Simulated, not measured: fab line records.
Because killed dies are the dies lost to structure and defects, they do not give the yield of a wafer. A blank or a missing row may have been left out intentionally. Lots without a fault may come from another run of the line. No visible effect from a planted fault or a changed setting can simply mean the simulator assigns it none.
Chamber matching / flow nandHarc / NHARC_A_STAIRCASE_ALD_415 on aldHk-02: 4 sister chambers
The step deposits SiO2, target thk 30 nm, pulse time 6 s, ald cycles 300. 18 wafers are shown with their chamber, then 9 later ones without.

== EACH WAFER AND ITS CHAMBER ==
wafer=L075.1; chamber=1; heaterPowerW (W)=500; heaterPowerOuterW (W)=282; precursorPulseHeightRel=1.018
wafer=L075.2; chamber=2; heaterPowerW (W)=402; heaterPowerOuterW (W)=257; precursorPulseHeightRel=0.992
wafer=L075.4; chamber=0; heaterPowerW (W)=531; heaterPowerOuterW (W)=308; precursorPulseHeightRel=1.033
wafer=L076.1; chamber=1; heaterPowerW (W)=496; heaterPowerOuterW (W)=288; precursorPulseHeightRel=1.006
wafer=L076.3; chamber=0; heaterPowerW (W)=539; heaterPowerOuterW (W)=308; precursorPulseHeightRel=1.030
wafer=L076.5; chamber=3; heaterPowerW (W)=455; heaterPowerOuterW (W)=263; precursorPulseHeightRel=0.974
wafer=L083.2; chamber=2; heaterPowerW (W)=414; heaterPowerOuterW (W)=262; precursorPulseHeightRel=1.027
wafer=L083.4; chamber=0; heaterPowerW (W)=542; heaterPowerOuterW (W)=311; precursorPulseHeightRel=0.978
wafer=L083.6; chamber=2; heaterPowerW (W)=416; heaterPowerOuterW (W)=260; precursorPulseHeightRel=0.967
wafer=L085.4; chamber=2; heaterPowerW (W)=395; heaterPowerOuterW (W)=260; precursorPulseHeightRel=1.004
wafer=L085.5; chamber=1; heaterPowerW (W)=478; heaterPowerOuterW (W)=263; precursorPulseHeightRel=1.022
wafer=L085.6; chamber=0; heaterPowerW (W)=519; heaterPowerOuterW (W)=308; precursorPulseHeightRel=0.982
wafer=L089.1; chamber=1; heaterPowerW (W)=474; heaterPowerOuterW (W)=258; precursorPulseHeightRel=1.018
wafer=L089.4; chamber=2; heaterPowerW (W)=412; heaterPowerOuterW (W)=261; precursorPulseHeightRel=0.996
wafer=L089.5; chamber=0; heaterPowerW (W)=537; heaterPowerOuterW (W)=299; precursorPulseHeightRel=1.051
wafer=L091.1; chamber=1; heaterPowerW (W)=493; heaterPowerOuterW (W)=257; precursorPulseHeightRel=1.018
wafer=L091.2; chamber=2; heaterPowerW (W)=421; heaterPowerOuterW (W)=259; precursorPulseHeightRel=1.037
wafer=L091.3; chamber=0; heaterPowerW (W)=526; heaterPowerOuterW (W)=301; precursorPulseHeightRel=0.980

SIGNATURES, as means of the wafers listed above
reading=heaterPowerW; chamber 0=532.33; chamber 1=488.20; chamber 2=410.00; chamber 3=455.00; scatter within a chamber=9.91
reading=heaterPowerOuterW; chamber 0=305.83; chamber 1=269.60; chamber 2=259.83; chamber 3=263.00; scatter within a chamber=8.26
reading=precursorPulseHeightRel; chamber 0=1.00900; chamber 1=1.01640; chamber 2=1.00383; chamber 3=0.97400; scatter within a chamber=0.0249
Rule: for a wafer and a chamber, the distance is found by dividing, reading by reading, the gap between the wafer's reading and the chamber's mean by the reading's scatter, squaring, summing and taking the root. If the next closest chamber is less than 2 further off than the closest, the wafer can't be placed; otherwise it belongs to the closest. The scatter: take each reading less its chamber's mean, square it, sum over the shown wafers, divide by the number of wafers less the number of chambers, and take the root.

== WAFERS WHOSE CHAMBER IS MISSING ==
wafer=L092.3; heaterPowerW (W)=426; heaterPowerOuterW (W)=252; precursorPulseHeightRel=1.009
wafer=L092.4; heaterPowerW (W)=527; heaterPowerOuterW (W)=306; precursorPulseHeightRel=1.020
wafer=L092.5; heaterPowerW (W)=525; heaterPowerOuterW (W)=311; precursorPulseHeightRel=1.006
wafer=L093.2; heaterPowerW (W)=532; heaterPowerOuterW (W)=308; precursorPulseHeightRel=0.974
wafer=L093.3; heaterPowerW (W)=429; heaterPowerOuterW (W)=251; precursorPulseHeightRel=0.965
wafer=L093.5; heaterPowerW (W)=532; heaterPowerOuterW (W)=313; precursorPulseHeightRel=0.999
wafer=L096.3; heaterPowerW (W)=476; heaterPowerOuterW (W)=262; precursorPulseHeightRel=0.997
wafer=L096.5; heaterPowerW (W)=430; heaterPowerOuterW (W)=264; precursorPulseHeightRel=0.953
wafer=L096.6; heaterPowerW (W)=431; heaterPowerOuterW (W)=246; precursorPulseHeightRel=1.013

== EACH ONE'S CHAMBER ==
wafer=L092.3; from the rows above=can't be placed: 2 or 3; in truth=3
wafer=L092.4; from the rows above=0; in truth=0
wafer=L092.5; from the rows above=0; in truth=0
wafer=L093.2; from the rows above=0; in truth=0
wafer=L093.3; from the rows above=can't be placed: 2 or 3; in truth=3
wafer=L093.5; from the rows above=0; in truth=0
wafer=L096.3; from the rows above=can't be placed: 1 or 3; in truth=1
wafer=L096.5; from the rows above=can't be placed: 3 or 2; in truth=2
wafer=L096.6; from the rows above=can't be placed: 2 or 3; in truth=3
Placed correctly: 4 of 9. Not placeable from these rows: 5 (in 5, the candidates include the true chamber). Placed wrongly: 0.
